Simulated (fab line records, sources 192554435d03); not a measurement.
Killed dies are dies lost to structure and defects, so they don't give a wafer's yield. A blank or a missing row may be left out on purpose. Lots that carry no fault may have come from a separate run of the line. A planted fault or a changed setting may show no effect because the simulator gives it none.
What tool caused it? :: flow n5_finfet :: 22 lots with 66 wafers sampled at 5 steps, on a route of 1938 steps

== WHAT THE GAUGES SHOWED, per wafer ==
N5_BEOL_M13_THK_MEAS_50: measures by xrf.
lot: L074
measured: day 10 20:17
on: film_metro-01
M13_THK (nm): 425 420 425

lot: L076
measured: day 10 23:46
on: film_metro-01
M13_THK (nm): 422 427 427

lot: L075
measured: day 11 03:34
on: film_metro-02
M13_THK (nm): 429 440 438

lot: L077
measured: day 11 08:40
on: film_metro-01
M13_THK (nm): 417 427 416

lot: L078
measured: day 12 04:19
on: film_metro-02
M13_THK (nm): 434 427 426

lot: L079
measured: day 12 15:53
on: film_metro-02
M13_THK (nm): 420 429 422

lot: L080
measured: day 12 18:28
on: film_metro-01
M13_THK (nm): 432 426 417

lot: L081
measured: day 12 20:44
on: film_metro-02
M13_THK (nm): 435 433 434

lot: L084
measured: day 13 09:46
on: film_metro-01
M13_THK (nm): 432 444 424

lot: L082
measured: day 13 12:46
on: film_metro-02
M13_THK (nm): 438 427 424

lot: L085
measured: day 14 02:12
on: film_metro-02
M13_THK (nm): 438 437 419

lot: L087
measured: day 14 11:45
on: film_metro-02
M13_THK (nm): 431 427 433

lot: L089
measured: day 14 16:58
on: film_metro-01
M13_THK (nm): 428 429 420

lot: L088
measured: day 15 09:31
on: film_metro-02
M13_THK (nm): 420 435 423

lot: L090
measured: day 15 11:34
on: film_metro-01
M13_THK (nm): 423 423 429

lot: L092
measured: day 15 18:32
on: film_metro-02
M13_THK (nm): 428 428 428

lot: L091
measured: day 15 19:12
on: film_metro-02
M13_THK (nm): 428 425 422

lot: L093
measured: day 16 14:59
on: film_metro-02
M13_THK (nm): 429 439 429

lot: L094
measured: day 16 18:40
on: film_metro-02
M13_THK (nm): 424 432 430

lot: L097
measured: day 16 19:16
on: film_metro-02
M13_THK (nm): 427 436 438

lot: L095
measured: day 16 23:44
on: film_metro-01
M13_THK (nm): 435 427 428

lot: L096
measured: day 17 04:02
on: film_metro-01
M13_THK (nm): 420 412 415

N5_BEOL_M13_RS_MEAS_54: uses a four-point probe to measure.
lot: L074
measured: day 10 20:25
on: film_metro-01
M13_RS (ohm/sq): 0.0456 0.0460 0.0455

lot: L076
measured: day 10 23:53
on: film_metro-01
M13_RS (ohm/sq): 0.0460 0.0455 0.0450

lot: L075
measured: day 11 03:41
on: film_metro-02
M13_RS (ohm/sq): 0.0450 0.0437 0.0441

lot: L077
measured: day 11 08:48
on: film_metro-02
M13_RS (ohm/sq): 0.0458 0.0446 0.0459

lot: L078
measured: day 12 04:26
on: film_metro-02
M13_RS (ohm/sq): 0.0442 0.0450 0.0450

lot: L079
measured: day 12 16:03
on: film_metro-01
M13_RS (ohm/sq): 0.0462 0.0451 0.0459

lot: L080
measured: day 12 18:36
on: film_metro-01
M13_RS (ohm/sq): 0.0448 0.0451 0.0462

lot: L081
measured: day 12 20:52
on: film_metro-01
M13_RS (ohm/sq): 0.0446 0.0449 0.0446

lot: L084
measured: day 13 09:54
on: film_metro-02
M13_RS (ohm/sq): 0.0451 0.0438 0.0455

lot: L082
measured: day 13 12:54
on: film_metro-02
M13_RS (ohm/sq): 0.0438 0.0448 0.0451

lot: L085
measured: day 14 02:20
on: film_metro-01
M13_RS (ohm/sq): 0.0438 0.0441 0.0457

lot: L087
measured: day 14 11:55
on: film_metro-01
M13_RS (ohm/sq): 0.0446 0.0449 0.0441

lot: L089
measured: day 14 17:05
on: film_metro-02
M13_RS (ohm/sq): 0.0448 0.0446 0.0457

lot: L088
measured: day 15 09:39
on: film_metro-02
M13_RS (ohm/sq): 0.0458 0.0444 0.0456

lot: L090
measured: day 15 11:41
on: film_metro-02
M13_RS (ohm/sq): 0.0451 0.0450 0.0446

lot: L092
measured: day 15 18:40
on: film_metro-01
M13_RS (ohm/sq): 0.0450 0.0451 0.0454

lot: L091
measured: day 15 19:20
on: film_metro-02
M13_RS (ohm/sq): 0.0448 0.0453 0.0454

lot: L093
measured: day 16 15:07
on: film_metro-01
M13_RS (ohm/sq): 0.0451 0.0441 0.0448

lot: L094
measured: day 16 18:47
on: film_metro-02
M13_RS (ohm/sq): 0.0451 0.0442 0.0445

lot: L097
measured: day 16 19:24
on: film_metro-02
M13_RS (ohm/sq): 0.0454 0.0441 0.0444

lot: L095
measured: day 16 23:52
on: film_metro-01
M13_RS (ohm/sq): 0.0442 0.0450 0.0448

lot: L096
measured: day 17 04:10
on: film_metro-02
M13_RS (ohm/sq): 0.0453 0.0462 0.0456

== WHAT TOOL EACH LOT RAN ON (gives the tool, then ch and the chambers of the sampled wafers, and finally the start) ==
lot: L074
N5_BEOL_M13_ETCH_59: rie_diel-01 ch 1,2, day 10 15:35
N5_BEOL_M13_TRENCH_ETCH_34: rie_diel-02 ch 0,1, day 10 17:07
N5_BEOL_M13_DEGAS_41: pvd_sputter-01, day 10 19:09

lot: L076
N5_BEOL_M13_ETCH_59: rie_diel-02 ch 1,3, day 10 20:40
N5_BEOL_M13_TRENCH_ETCH_34: rie_diel-02 ch 2,3, day 10 22:06
N5_BEOL_M13_DEGAS_41: pvd_sputter-01, day 10 22:38

lot: L075
N5_BEOL_M13_ETCH_59: rie_diel-06 ch 1,2,3, day 11 00:05
N5_BEOL_M13_TRENCH_ETCH_34: rie_diel-06 ch 0,2,3, day 11 01:24
N5_BEOL_M13_DEGAS_41: pvd_sputter-02, day 11 02:27

lot: L077
N5_BEOL_M13_ETCH_59: rie_diel-01 ch 0,3, day 11 03:55
N5_BEOL_M13_TRENCH_ETCH_34: rie_diel-06 ch 0,1,2, day 11 05:22
N5_BEOL_M13_DEGAS_41: pvd_sputter-01, day 11 07:32

lot: L078
N5_BEOL_M13_ETCH_59: rie_diel-02 ch 0,3, day 11 23:39
N5_BEOL_M13_TRENCH_ETCH_34: rie_diel-01 ch 0,1, day 12 01:07
N5_BEOL_M13_DEGAS_41: pvd_sputter-02, day 12 02:33

lot: L079
N5_BEOL_M13_ETCH_59: rie_diel-02 ch 0,3, day 12 10:27
N5_BEOL_M13_TRENCH_ETCH_34: rie_diel-02 ch 0,3, day 12 12:12
N5_BEOL_M13_DEGAS_41: pvd_sputter-03, day 12 14:47

lot: L080
N5_BEOL_M13_ETCH_59: rie_diel-01 ch 0,3, day 12 12:53
N5_BEOL_M13_TRENCH_ETCH_34: rie_diel-02 ch 0,3, day 12 14:21
N5_BEOL_M13_DEGAS_41: pvd_sputter-02, day 12 17:21

lot: L081
N5_BEOL_M13_ETCH_59: rie_diel-02 ch 0,2,3, day 12 16:38
N5_BEOL_M13_TRENCH_ETCH_34: rie_diel-02 ch 0,2, day 12 18:07
N5_BEOL_M13_DEGAS_41: pvd_sputter-02, day 12 19:07

lot: L084
N5_BEOL_M13_ETCH_59: rie_diel-02 ch 0,1,3, day 13 05:45
N5_BEOL_M13_TRENCH_ETCH_34: rie_diel-01 ch 0,2, day 13 07:16
N5_BEOL_M13_DEGAS_41: pvd_sputter-01, day 13 08:40

lot: L082
N5_BEOL_M13_ETCH_59: rie_diel-06 ch 0,2, day 13 09:29
N5_BEOL_M13_TRENCH_ETCH_34: rie_diel-01 ch 1,2,3, day 13 10:53
N5_BEOL_M13_DEGAS_41: pvd_sputter-01, day 13 11:30

lot: L085
N5_BEOL_M13_ETCH_59: rie_diel-02 ch 0,1,3, day 13 21:25
N5_BEOL_M13_TRENCH_ETCH_34: rie_diel-06 ch 0,1, day 13 22:44
N5_BEOL_M13_DEGAS_41: pvd_sputter-02, day 14 01:05

lot: L087
N5_BEOL_M13_ETCH_59: rie_diel-06 ch 0,3, day 14 04:01
N5_BEOL_M13_TRENCH_ETCH_34: rie_diel-02 ch 0,1,2, day 14 05:43
N5_BEOL_M13_DEGAS_41: pvd_sputter-03, day 14 10:38

lot: L089
N5_BEOL_M13_ETCH_59: rie_diel-06 ch 0,1,2, day 14 12:58
N5_BEOL_M13_TRENCH_ETCH_34: rie_diel-06 ch 1,2,3, day 14 14:24
N5_BEOL_M13_DEGAS_41: pvd_sputter-01, day 14 15:20

lot: L088
N5_BEOL_M13_ETCH_59: rie_diel-01 ch 0,3, day 15 03:55
N5_BEOL_M13_TRENCH_ETCH_34: rie_diel-02 ch 0,3, day 15 05:13
N5_BEOL_M13_DEGAS_41: pvd_sputter-02, day 15 08:23

lot: L090
N5_BEOL_M13_ETCH_59: rie_diel-06 ch 0,2, day 15 07:13
N5_BEOL_M13_TRENCH_ETCH_34: rie_diel-01 ch 1,2, day 15 09:10
N5_BEOL_M13_DEGAS_41: pvd_sputter-01, day 15 09:57

lot: L092
N5_BEOL_M13_ETCH_59: rie_diel-02 ch 0,1,2, day 15 10:48
N5_BEOL_M13_TRENCH_ETCH_34: rie_diel-06 ch 2, day 15 12:59
N5_BEOL_M13_DEGAS_41: pvd_sputter-02, day 15 17:20

lot: L091
N5_BEOL_M13_ETCH_59: rie_diel-01 ch 0,1,2, day 15 12:37
N5_BEOL_M13_TRENCH_ETCH_34: rie_diel-02 ch 1,2, day 15 14:04
N5_BEOL_M13_DEGAS_41: pvd_sputter-01, day 15 17:31

lot: L093
N5_BEOL_M13_ETCH_59: rie_diel-06 ch 0,2,3, day 16 11:14
N5_BEOL_M13_TRENCH_ETCH_34: rie_diel-01 ch 1,2,3, day 16 12:35
N5_BEOL_M13_DEGAS_41: pvd_sputter-02, day 16 13:46

lot: L094
N5_BEOL_M13_ETCH_59: rie_diel-01 ch 0,1,3, day 16 14:22
N5_BEOL_M13_TRENCH_ETCH_34: rie_diel-06 ch 0,3, day 16 15:47
N5_BEOL_M13_DEGAS_41: pvd_sputter-02, day 16 17:29

lot: L097
N5_BEOL_M13_ETCH_59: rie_diel-01 ch 1,2,3, day 16 16:09
N5_BEOL_M13_TRENCH_ETCH_34: rie_diel-06 ch 0,1,3, day 16 17:35
N5_BEOL_M13_DEGAS_41: pvd_sputter-01, day 16 18:09

lot: L095
N5_BEOL_M13_ETCH_59: rie_diel-01 ch 2,3, day 16 19:52
N5_BEOL_M13_TRENCH_ETCH_34: rie_diel-02 ch 0,1,2, day 16 21:18
N5_BEOL_M13_DEGAS_41: pvd_sputter-01, day 16 22:35

lot: L096
N5_BEOL_M13_ETCH_59: rie_diel-06 ch 0,1, day 16 22:34
N5_BEOL_M13_TRENCH_ETCH_34: rie_diel-01 ch 1,3, day 17 00:00
N5_BEOL_M13_DEGAS_41: pvd_sputter-01, day 17 02:56
- N5_BEOL_M13_ETCH_59: etches BARC in N2/H2, target depth 89 nm, overetch 26.7 nm, time 67.9 s.
- N5_BEOL_M13_TRENCH_ETCH_34: etches SiOC in C4F8/O2/Ar, target depth 413.47 nm, time 162.6 s.
- N5_BEOL_M13_DEGAS_41: time 60 s.

== AS READ BY THE TOOLS THEMSELVES (means over the sampled wafers that have a number; for cases with no such wafer, the mark the record gives instead) ==
N5_BEOL_M13_ETCH_59.
lot: L074
tool: rie_diel-01
drypump_motor_current_A (A): 5.66
h2_flow_sccm (sccm): 200.6
oes_product_au (a.u.): 0.65
rf_vpp_V (V): 525.6
showerhead_plenum_p_Torr (Torr): 2.60
throttle_valve_pct (%): 17.99

lot: L076
tool: rie_diel-02
drypump_motor_current_A (A): 5.55
h2_flow_sccm (sccm): 200.1
oes_product_au (a.u.): 0.68
rf_vpp_V (V): 521.1
showerhead_plenum_p_Torr (Torr): 2.46
throttle_valve_pct (%): 17.86

lot: L075
tool: rie_diel-06
drypump_motor_current_A (A): 5.54
h2_flow_sccm (sccm): 199.8
oes_product_au (a.u.): 0.64
rf_vpp_V (V): 525.1
showerhead_plenum_p_Torr (Torr): 2.60
throttle_valve_pct (%): 17.79

lot: L077
tool: rie_diel-01
drypump_motor_current_A (A): 5.33
h2_flow_sccm (sccm): 199.8
oes_product_au (a.u.): 0.66
rf_vpp_V (V): 522.3
showerhead_plenum_p_Torr (Torr): 2.47
throttle_valve_pct (%): 17.94

lot: L078
tool: rie_diel-02
drypump_motor_current_A (A): 5.28
h2_flow_sccm (sccm): 200.7
oes_product_au (a.u.): 0.70
rf_vpp_V (V): 522.8
showerhead_plenum_p_Torr (Torr): 2.48
throttle_valve_pct (%): 17.84

lot: L079
tool: rie_diel-02
drypump_motor_current_A (A): 5.27
h2_flow_sccm (sccm): 200.1
oes_product_au (a.u.): 0.68
rf_vpp_V (V): 522.8
showerhead_plenum_p_Torr (Torr): 2.48
throttle_valve_pct (%): 17.84

lot: L080
tool: rie_diel-01
drypump_motor_current_A (A): 5.25
h2_flow_sccm (sccm): 200.2
oes_product_au (a.u.): 0.68
rf_vpp_V (V): 523.5
showerhead_plenum_p_Torr (Torr): 2.51
throttle_valve_pct (%): 17.96

lot: L081
tool: rie_diel-02
drypump_motor_current_A (A): 5.44
h2_flow_sccm (sccm): 199.9
oes_product_au (a.u.): 0.70
rf_vpp_V (V): 523.2
showerhead_plenum_p_Torr (Torr): 2.53
throttle_valve_pct (%): 17.67

lot: L084
tool: rie_diel-02
drypump_motor_current_A (A): 5.36
h2_flow_sccm (sccm): 199.4
oes_product_au (a.u.): 0.70
rf_vpp_V (V): 522.5
showerhead_plenum_p_Torr (Torr): 2.49
throttle_valve_pct (%): 17.84

lot: L082
tool: rie_diel-06
drypump_motor_current_A (A): 5.67
h2_flow_sccm (sccm): 200.4
oes_product_au (a.u.): 0.75
rf_vpp_V (V): 523.5
showerhead_plenum_p_Torr (Torr): 2.55
throttle_valve_pct (%): 17.81

lot: L085
tool: rie_diel-02
drypump_motor_current_A (A): 5.36
h2_flow_sccm (sccm): 200.0
oes_product_au (a.u.): 0.69
rf_vpp_V (V): 523.1
showerhead_plenum_p_Torr (Torr): 2.49
throttle_valve_pct (%): 17.85

lot: L087
tool: rie_diel-06
drypump_motor_current_A (A): 5.80
h2_flow_sccm (sccm): 200.3
oes_product_au (a.u.): 0.76
rf_vpp_V (V): 523.6
showerhead_plenum_p_Torr (Torr): 2.55
throttle_valve_pct (%): 17.65

lot: L089
tool: rie_diel-06
drypump_motor_current_A (A): 5.52
h2_flow_sccm (sccm): 199.9
oes_product_au (a.u.): 0.65
rf_vpp_V (V): 523.6
showerhead_plenum_p_Torr (Torr): 2.54
throttle_valve_pct (%): 17.93

lot: L088
tool: rie_diel-01
drypump_motor_current_A (A): 5.24
h2_flow_sccm (sccm): 199.9
oes_product_au (a.u.): 0.66
rf_vpp_V (V): 523.4
showerhead_plenum_p_Torr (Torr): 2.50
throttle_valve_pct (%): 17.98

lot: L090
tool: rie_diel-06
drypump_motor_current_A (A): 5.57
h2_flow_sccm (sccm): 199.6
oes_product_au (a.u.): 0.65
rf_vpp_V (V): 524.3
showerhead_plenum_p_Torr (Torr): 2.59
throttle_valve_pct (%): 17.89

lot: L092
tool: rie_diel-02
drypump_motor_current_A (A): 5.53
h2_flow_sccm (sccm): 199.8
oes_product_au (a.u.): 0.70
rf_vpp_V (V): 523.2
showerhead_plenum_p_Torr (Torr): 2.54
throttle_valve_pct (%): 17.69

lot: L091
tool: rie_diel-01
drypump_motor_current_A (A): 5.55
h2_flow_sccm (sccm): 200.4
oes_product_au (a.u.): 0.72
rf_vpp_V (V): 524.2
showerhead_plenum_p_Torr (Torr): 2.53
throttle_valve_pct (%): 17.79

lot: L093
tool: rie_diel-06
drypump_motor_current_A (A): 5.71
h2_flow_sccm (sccm): 200.3
oes_product_au (a.u.): 0.67
rf_vpp_V (V): 524.8
showerhead_plenum_p_Torr (Torr): 2.59
throttle_valve_pct (%): 17.74

lot: L094
tool: rie_diel-01
drypump_motor_current_A (A): 5.36
h2_flow_sccm (sccm): 200.5
oes_product_au (a.u.): 0.68
rf_vpp_V (V): 523.9
showerhead_plenum_p_Torr (Torr): 2.51
throttle_valve_pct (%): 17.83

lot: L097
tool: rie_diel-01
drypump_motor_current_A (A): 5.48
h2_flow_sccm (sccm): 199.6
oes_product_au (a.u.): 0.73
rf_vpp_V (V): 525.9
showerhead_plenum_p_Torr (Torr): 2.57
throttle_valve_pct (%): 17.79

lot: L095
tool: rie_diel-01
drypump_motor_current_A (A): 5.57
h2_flow_sccm (sccm): 200.3
oes_product_au (a.u.): 0.73
rf_vpp_V (V): 525.0
showerhead_plenum_p_Torr (Torr): 2.57
throttle_valve_pct (%): 17.95

lot: L096
tool: rie_diel-06
drypump_motor_current_A (A): 5.48
h2_flow_sccm (sccm): 200.2
oes_product_au (a.u.): 0.80
rf_vpp_V (V): 522.1
showerhead_plenum_p_Torr (Torr): 2.49
throttle_valve_pct (%): 17.69

N5_BEOL_M13_TRENCH_ETCH_34.
lot: L074
tool: rie_diel-02
C4F8_flow_sccm (sccm): 15.02
drypump_motor_current_A (A): 5.49
mfc_ar_sccm (sccm): 400.7
oes_product_au (a.u.): 0.76
rf_vpp_V (V): 664.6
showerhead_plenum_p_Torr (Torr): 3.36
throttle_valve_pct (%): 24.17

lot: L076
tool: rie_diel-02
C4F8_flow_sccm (sccm): 15.02
drypump_motor_current_A (A): 5.68
mfc_ar_sccm (sccm): 399.3
oes_product_au (a.u.): 0.79
rf_vpp_V (V): 664.2
showerhead_plenum_p_Torr (Torr): 3.37
throttle_valve_pct (%): 23.81

lot: L075
tool: rie_diel-06
C4F8_flow_sccm (sccm): 14.98
drypump_motor_current_A (A): 5.70
mfc_ar_sccm (sccm): 399.4
oes_product_au (a.u.): 0.75
rf_vpp_V (V): 667.4
showerhead_plenum_p_Torr (Torr): 3.51
throttle_valve_pct (%): 24.14

lot: L077
tool: rie_diel-06
C4F8_flow_sccm (sccm): 15.05
drypump_motor_current_A (A): 5.51
mfc_ar_sccm (sccm): 400.7
oes_product_au (a.u.): 0.69
rf_vpp_V (V): 665.8
showerhead_plenum_p_Torr (Torr): 3.42
throttle_valve_pct (%): 24.22

lot: L078
tool: rie_diel-01
C4F8_flow_sccm (sccm): 15.04
drypump_motor_current_A (A): 5.44
mfc_ar_sccm (sccm): 398.6
oes_product_au (a.u.): 0.81
rf_vpp_V (V): 663.1
showerhead_plenum_p_Torr (Torr): 3.33
throttle_valve_pct (%): 24.07

lot: L079
tool: rie_diel-02
C4F8_flow_sccm (sccm): 15.00
drypump_motor_current_A (A): 5.27
mfc_ar_sccm (sccm): 401.4
oes_product_au (a.u.): 0.79
rf_vpp_V (V): 663.1
showerhead_plenum_p_Torr (Torr): 3.33
throttle_valve_pct (%): 24.10

lot: L080
tool: rie_diel-02
C4F8_flow_sccm (sccm): 15.03
drypump_motor_current_A (A): 5.20
mfc_ar_sccm (sccm): 400.7
oes_product_au (a.u.): 0.86
rf_vpp_V (V): 665.7
showerhead_plenum_p_Torr (Torr): 3.40
throttle_valve_pct (%): 23.99

lot: L081
tool: rie_diel-02
C4F8_flow_sccm (sccm): 15.01
drypump_motor_current_A (A): 5.37
mfc_ar_sccm (sccm): 399.7
oes_product_au (a.u.): 0.88
rf_vpp_V (V): 666.5
showerhead_plenum_p_Torr (Torr): 3.46
throttle_valve_pct (%): 23.81

lot: L084
tool: rie_diel-01
C4F8_flow_sccm (sccm): 15.03
drypump_motor_current_A (A): 5.55
mfc_ar_sccm (sccm): 400.3
oes_product_au (a.u.): 0.81
rf_vpp_V (V): 663.1
showerhead_plenum_p_Torr (Torr): 3.35
throttle_valve_pct (%): 24.34

lot: L082
tool: rie_diel-01
C4F8_flow_sccm (sccm): 14.98
drypump_motor_current_A (A): 5.48
mfc_ar_sccm (sccm): 400.4
oes_product_au (a.u.): 0.89
rf_vpp_V (V): 666.8
showerhead_plenum_p_Torr (Torr): 3.49
throttle_valve_pct (%): 24.27

lot: L085
tool: rie_diel-06
C4F8_flow_sccm (sccm): 14.98
drypump_motor_current_A (A): 5.61
mfc_ar_sccm (sccm): 399.8
oes_product_au (a.u.): 0.85
rf_vpp_V (V): 664.0
showerhead_plenum_p_Torr (Torr): 3.38
throttle_valve_pct (%): 24.23

lot: L087
tool: rie_diel-02
C4F8_flow_sccm (sccm): 15.02
drypump_motor_current_A (A): 5.55
mfc_ar_sccm (sccm): 398.9
oes_product_au (a.u.): 0.83
rf_vpp_V (V): 665.3
showerhead_plenum_p_Torr (Torr): 3.39
throttle_valve_pct (%): 23.91

lot: L089
tool: rie_diel-06
C4F8_flow_sccm (sccm): 15.01
drypump_motor_current_A (A): 5.55
mfc_ar_sccm (sccm): 399.4
oes_product_au (a.u.): 0.73
rf_vpp_V (V): 667.3
showerhead_plenum_p_Torr (Torr): 3.48
throttle_valve_pct (%): 24.08

lot: L088
tool: rie_diel-02
C4F8_flow_sccm (sccm): 15.04
drypump_motor_current_A (A): 5.26
mfc_ar_sccm (sccm): 399.6
oes_product_au (a.u.): 0.77
rf_vpp_V (V): 663.1
showerhead_plenum_p_Torr (Torr): 3.32
throttle_valve_pct (%): 24.13

lot: L090
tool: rie_diel-01
C4F8_flow_sccm (sccm): 15.03
drypump_motor_current_A (A): 5.67
mfc_ar_sccm (sccm): 399.8
oes_product_au (a.u.): 0.90
rf_vpp_V (V): 667.0
showerhead_plenum_p_Torr (Torr): 3.50
throttle_valve_pct (%): 24.26

lot: L092
tool: rie_diel-06
C4F8_flow_sccm (sccm): 15.00
drypump_motor_current_A (A): 5.42
mfc_ar_sccm (sccm): 398.9
oes_product_au (a.u.): 0.69
rf_vpp_V (V): 667.4
showerhead_plenum_p_Torr (Torr): 3.49
throttle_valve_pct (%): 23.97

lot: L091
tool: rie_diel-02
C4F8_flow_sccm (sccm): 14.97
drypump_motor_current_A (A): 5.72
mfc_ar_sccm (sccm): 400.2
oes_product_au (a.u.): 0.77
rf_vpp_V (V): 664.1
showerhead_plenum_p_Torr (Torr): 3.32
throttle_valve_pct (%): 23.99

lot: L093
tool: rie_diel-01
C4F8_flow_sccm (sccm): 14.98
drypump_motor_current_A (A): 5.47
mfc_ar_sccm (sccm): 399.6
oes_product_au (a.u.): 0.85
rf_vpp_V (V): 666.7
showerhead_plenum_p_Torr (Torr): 3.47
throttle_valve_pct (%): 24.29

lot: L094
tool: rie_diel-06
C4F8_flow_sccm (sccm): 14.99
drypump_motor_current_A (A): 5.84
mfc_ar_sccm (sccm): 399.6
oes_product_au (a.u.): 0.86
rf_vpp_V (V): 666.1
showerhead_plenum_p_Torr (Torr): 3.45
throttle_valve_pct (%): 24.18

lot: L097
tool: rie_diel-06
C4F8_flow_sccm (sccm): 15.00
drypump_motor_current_A (A): 5.70
mfc_ar_sccm (sccm): 400.9
oes_product_au (a.u.): 0.89
rf_vpp_V (V): 666.2
showerhead_plenum_p_Torr (Torr): 3.44
throttle_valve_pct (%): 24.07

lot: L095
tool: rie_diel-02
C4F8_flow_sccm (sccm): 14.99
drypump_motor_current_A (A): 5.55
mfc_ar_sccm (sccm): 400.1
oes_product_au (a.u.): 0.80
rf_vpp_V (V): 665.7
showerhead_plenum_p_Torr (Torr): 3.38
throttle_valve_pct (%): 23.94

lot: L096
tool: rie_diel-01
C4F8_flow_sccm (sccm): 15.00
drypump_motor_current_A (A): 5.28
mfc_ar_sccm (sccm): 400.8
oes_product_au (a.u.): 0.81
rf_vpp_V (V): 665.6
showerhead_plenum_p_Torr (Torr): 3.46
throttle_valve_pct (%): 24.31

N5_BEOL_M13_DEGAS_41.
lot: L074
tool: pvd_sputter-01
heater_power_w (W): 319

lot: L076
tool: pvd_sputter-01
heater_power_w (W): 337

lot: L075
tool: pvd_sputter-02
heater_power_w (W): 318

lot: L077
tool: pvd_sputter-01
heater_power_w (W): 341

lot: L078
tool: pvd_sputter-02
heater_power_w (W): 321

lot: L079
tool: pvd_sputter-03
heater_power_w (W): 359

lot: L080
tool: pvd_sputter-02
heater_power_w (W): 303

lot: L081
tool: pvd_sputter-02
heater_power_w (W): 319

lot: L084
tool: pvd_sputter-01
heater_power_w (W): 316

lot: L082
tool: pvd_sputter-01
heater_power_w (W): 335

lot: L085
tool: pvd_sputter-02
heater_power_w (W): 322

lot: L087
tool: pvd_sputter-03
heater_power_w (W): 350

lot: L089
tool: pvd_sputter-01
heater_power_w (W): 329

lot: L088
tool: pvd_sputter-02
heater_power_w (W): 321

lot: L090
tool: pvd_sputter-01
heater_power_w (W): 331

lot: L092
tool: pvd_sputter-02
heater_power_w (W): 343

lot: L091
tool: pvd_sputter-01
heater_power_w (W): 323

lot: L093
tool: pvd_sputter-02
heater_power_w (W): 309

lot: L094
tool: pvd_sputter-02
heater_power_w (W): 307

lot: L097
tool: pvd_sputter-01
heater_power_w (W): 337

lot: L095
tool: pvd_sputter-01
heater_power_w (W): 327

lot: L096
tool: pvd_sputter-01
heater_power_w (W): 327

== THE ANSWER, worked out from the rows above alone ==
Rule: usual is defined by the lots themselves. The widest of any qualifying gaps counts: lots, ordered by their means at a reading, are off when they make up no more than a third of the lots, leave a main group of 4 or more, and stand apart from it by 3 or more times the standard deviation of that group's means. If all means in a main group match to the digits the tables above print for the reading, that group is not used. Also off: a lot with no number at a reading for which 4 or more lots have one. All remaining lots with rows at the step are treated as sound. First the gauges in route order, then the tools' own readings, where a lot's mean is used as printed above. At the first step where some lot is off, the reading lying furthest off is the one used; lots without a number count as furthest.
Across all readings shown, no lot is off: no conclusion can be drawn from this.

== WHAT THE SIMULATOR HAD PUT IN ==
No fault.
